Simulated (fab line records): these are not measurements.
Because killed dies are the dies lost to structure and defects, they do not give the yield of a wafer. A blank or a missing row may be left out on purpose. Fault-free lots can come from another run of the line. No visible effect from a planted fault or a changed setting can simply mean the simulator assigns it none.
Which tool is to blame? | flow n5Finfet | 11 lots, 32 wafers sampled, at 4 steps of a route of 1938

## WHAT THE GAUGES READ, wafer by wafer
N5_PASSIVATION_CD_MEAS_44: target cd 40000 nm. Usual: cdNm at 40002 nm, with a standard deviation of 5.
lot  | measured     | on       | cdNm (nm)         | flag
L771 | day 12 12:22 | cdSem-01 | 40002 39998 39995 | 
L772 | day 12 07:29 | cdSem-02 | 39997 39999 40006 | 
L774 | day 13 00:23 | cdSem-03 | 39999 40000 39996 | 
L775 | day 12 23:07 | cdSem-01 | 40003 40004 39998 | 
L776 | day 13 02:23 | cdSem-03 | 40005 40006       | 
L780 | day 13 19:20 | cdSem-02 | 40002 40005 40003 | 
L783 | day 15 03:09 | cdSem-02 | 40007 40014 40004 | 
L787 | day 16 15:53 | cdSem-02 | 40009 40005 40008 | 
L789 | day 17 07:33 | cdSem-02 | 40005 40004 40003 | 
L790 | day 16 16:42 | cdSem-02 | 40000 40001 40008 | 
L791 | day 17 02:29 | cdSem-02 | 40005 40014 40000 | 

## EACH LOT AND THE TOOL THAT RAN IT (in order: tool; ch and the chambers of the sampled wafers; start)
lot  | N5_BEOL_M0_ETCH_138               | N5_MIM_BOT_ETCH_ETCH_03          | N5_PASSIVATION_PECVD_01
L771 | rieDiel-03 ch 0,1,3, day 5 19:41  | rieMetal-03 ch 0, day 12 06:23   | pecvd-03 ch 0,1,2, day 12 07:10
L772 | rieDiel-03 ch 0,1,3, day 5 23:12  | rieMetal-01 ch 0,1, day 11 23:24 | pecvd-03 ch 1,2, day 12 00:20
L774 | rieDiel-06 ch 0,1,2, day 6 14:56  | rieMetal-02 ch 0, day 12 17:04   | pecvd-02 ch 0,1,2, day 12 18:05
L775 | rieDiel-03 ch 1,3, day 6 17:14    | rieMetal-03 ch 0,1, day 12 17:14 | pecvd-04 ch 0,2, day 12 18:02
L776 | rieDiel-03 ch 0,1, day 6 22:18    | rieMetal-03 ch 0,1, day 12 20:33 | pecvd-03 ch 1,2, day 12 21:27
L780 | rieDiel-06 ch 0,2,3, day 8 02:40  | rieMetal-03 ch 0,1, day 13 14:52 | pecvd-04 ch 0,2, day 13 15:36
L783 | rieDiel-03 ch 0,1,3, day 8 22:51  | rieMetal-01 ch 0, day 14 20:34   | pecvd-04 ch 0,2, day 14 21:28
L787 | rieDiel-04 ch 1,2, day 9 17:05    | rieMetal-02 ch 0,1, day 16 07:28 | pecvd-04 ch 0,1,2, day 16 08:41
L789 | rieDiel-06 ch 0,1,2, day 10 04:07 | rieMetal-02 ch 0,1, day 16 23:22 | pecvd-04 ch 0,1, day 17 00:14
L790 | rieDiel-06 ch 2,3, day 10 14:07   | rieMetal-02 ch 0,1, day 16 10:46 | pecvd-04 ch 0,1,2, day 16 11:33
L791 | rieDiel-06 ch 0,1,3, day 10 16:25 | rieMetal-03 ch 0,1, day 16 19:58 | pecvd-04 ch 0,1,2, day 16 20:43
- N5_BEOL_M0_ETCH_138: etches SiCN in CH3F/O2, target depth 12 nm, time 31.6 s.
- N5_MIM_BOT_ETCH_ETCH_03: etches the open film in Cl2/BCl3, target depth 12 nm.
- N5_PASSIVATION_PECVD_01: deposits SiNx from SiH4/NH3/N2, target thk 200 nm, time 43.2 s.

## AS READ BY THE TOOLS THEMSELVES (means over the sampled wafers that have a number; for cases with no such wafer, the mark the record gives instead)
N5_BEOL_M0_ETCH_138. Usual: CH3F_flow_sccm 30.01 sccm, standard deviation 0.083; drypumpMotorCurrentA 6.0 A, standard deviation 0.4; etchRfOnTimeS 29.1 s, standard deviation 0.88; oesProductAu 0.68 a.u., standard deviation 0.083; rfVppV 297.9 V, standard deviation 1.3; showerheadPlenumPTorr 2.02 Torr, standard deviation 0.057; throttleValvePct 16.31 %, standard deviation 0.19.
lot  | tool       | CH3F_flow_sccm (sccm) | drypumpMotorCurrentA (A) | etchRfOnTimeS (s) | oesProductAu (a.u.) | rfVppV (V) | showerheadPlenumPTorr (Torr) | throttleValvePct (%) | flag
L771 | rieDiel-03 | 29.98                 | 6.0                      | 29.8              | 0.69                | 299.0      | 2.04                         | 16.36                | 
L772 | rieDiel-03 | 30.04                 | 6.0                      | 28.9              | 0.69                | 297.7      | 2.04                         | 16.35                | 
L774 | rieDiel-06 | 30.09                 | 6.2                      | 28.8              | 0.65                | 298.2      | 2.06                         | 16.42                | 
L775 | rieDiel-03 | 30.10                 | 5.6                      | 30.2              | 0.62                | 298.5      | 2.05                         | 16.27                | 
L776 | rieDiel-03 | 29.96                 | 6.0                      | 28.9              | 0.70                | 298.8      | 2.06                         | 16.30                | 
L780 | rieDiel-06 | 30.06                 | 5.8                      | 28.7              | 0.67                | 297.4      | 2.03                         | 16.44                | 
L783 | rieDiel-03 | 30.03                 | 5.9                      | 28.7              | 0.66                | 298.7      | 2.03                         | 16.40                | 
L787 | rieDiel-04 | 29.98                 | 5.9                      | 29.2              | 0.67                | 297.1      | 1.98                         | 16.21                | 
L789 | rieDiel-06 | 30.02                 | 6.2                      | 29.5              | 0.77                | 298.6      | 2.05                         | 16.17                | 
L790 | rieDiel-06 | 29.99                 | 5.7                      | 28.3              | 0.68                | 297.1      | 1.98                         | 16.32                | 
L791 | rieDiel-06 | 30.04                 | 6.0                      | 29.2              | 0.71                | 298.1      | 2.05                         | 16.27                | 

N5_MIM_BOT_ETCH_ETCH_03. Usual: drypumpMotorCurrentA 5.7 A, standard deviation 0.45; oesProductAu 0.86 a.u., standard deviation 0.097; throttleValvePct 27.6 %, standard deviation 0.43.
lot  | tool        | drypumpMotorCurrentA (A) | oesProductAu (a.u.) | throttleValvePct (%) | flag
L771 | rieMetal-03 | 6.3                      | 0.80                | 27.9                 | 
L772 | rieMetal-01 | 5.5                      | 0.97                | 27.6                 | 
L774 | rieMetal-02 | 6.0                      | 0.63                | 27.9                 | 
L775 | rieMetal-03 | 6.0                      | 0.79                | 27.6                 | 
L776 | rieMetal-03 | 5.8                      | 0.80                | 27.5                 | 
L780 | rieMetal-03 | 6.0                      | 0.79                | 27.6                 | 
L783 | rieMetal-01 | 4.8                      | 0.84                | 28.3                 | 
L787 | rieMetal-02 | 5.9                      | 0.93                | 27.2                 | 
L789 | rieMetal-02 | 5.8                      | 0.93                | 27.2                 | 
L790 | rieMetal-02 | 5.8                      | 0.95                | 27.3                 | 
L791 | rieMetal-03 | 6.0                      | 0.77                | 27.6                 | 

N5_PASSIVATION_PECVD_01. Usual: heaterPowerW 316 W, standard deviation 84; showerheadPlenumPTorr 8.63 Torr, standard deviation 0.068; showerheadVppV 2348 V, standard deviation 92; throttleValvePct 28.7 %, standard deviation 1.4.
lot  | tool     | heaterPowerW (W) | showerheadPlenumPTorr (Torr) | showerheadVppV (V) | throttleValvePct (%) | flag
L771 | pecvd-03 | 315              | 8.67                         | 2314               | 28.0                 | 
L772 | pecvd-03 | 335              | 8.63                         | 2281               | 28.8                 | 
L774 | pecvd-02 | 336              | 8.63                         | 2358               | 28.5                 | 
L775 | pecvd-04 | 359              | 8.63                         | 2405               | 28.2                 | 
L776 | pecvd-03 | 362              | 8.62                         | 2266               | 28.4                 | 
L780 | pecvd-04 | 386              | 8.61                         | 2364               | 28.2                 | 
L783 | pecvd-04 | 379              | 8.61                         | 2394               | 28.3                 | 
L787 | pecvd-04 | 277              | 8.60                         | 2354               | 29.3                 | 
L789 | pecvd-04 | 220              | 8.59                         | 2327               | 30.1                 | 
L790 | pecvd-04 | 317              | 8.60                         | 2309               | 29.2                 | 
L791 | pecvd-04 | 306              | 8.62                         | 2361               | 29.1                 | 

## THE ANSWER, worked out from the rows above alone
Rule: take the mean of a lot's wafers that have a number; if it is more than 3 standard deviations from the usual mean, the lot is off. A lot without any number at a reading at which 4 lots or more have one is off too. The other lots that the step has rows for count as sound. The gauges are gone through in route order, then the tools' own readings, and for those a lot's mean is taken as printed above. The first step at which some lot is off is used, and at that step the reading that is off furthest; a lot without a number counts as furthest.
Across all readings shown, no lot is off: no conclusion can be drawn from this.

## WHAT THE SIMULATOR PUT IN
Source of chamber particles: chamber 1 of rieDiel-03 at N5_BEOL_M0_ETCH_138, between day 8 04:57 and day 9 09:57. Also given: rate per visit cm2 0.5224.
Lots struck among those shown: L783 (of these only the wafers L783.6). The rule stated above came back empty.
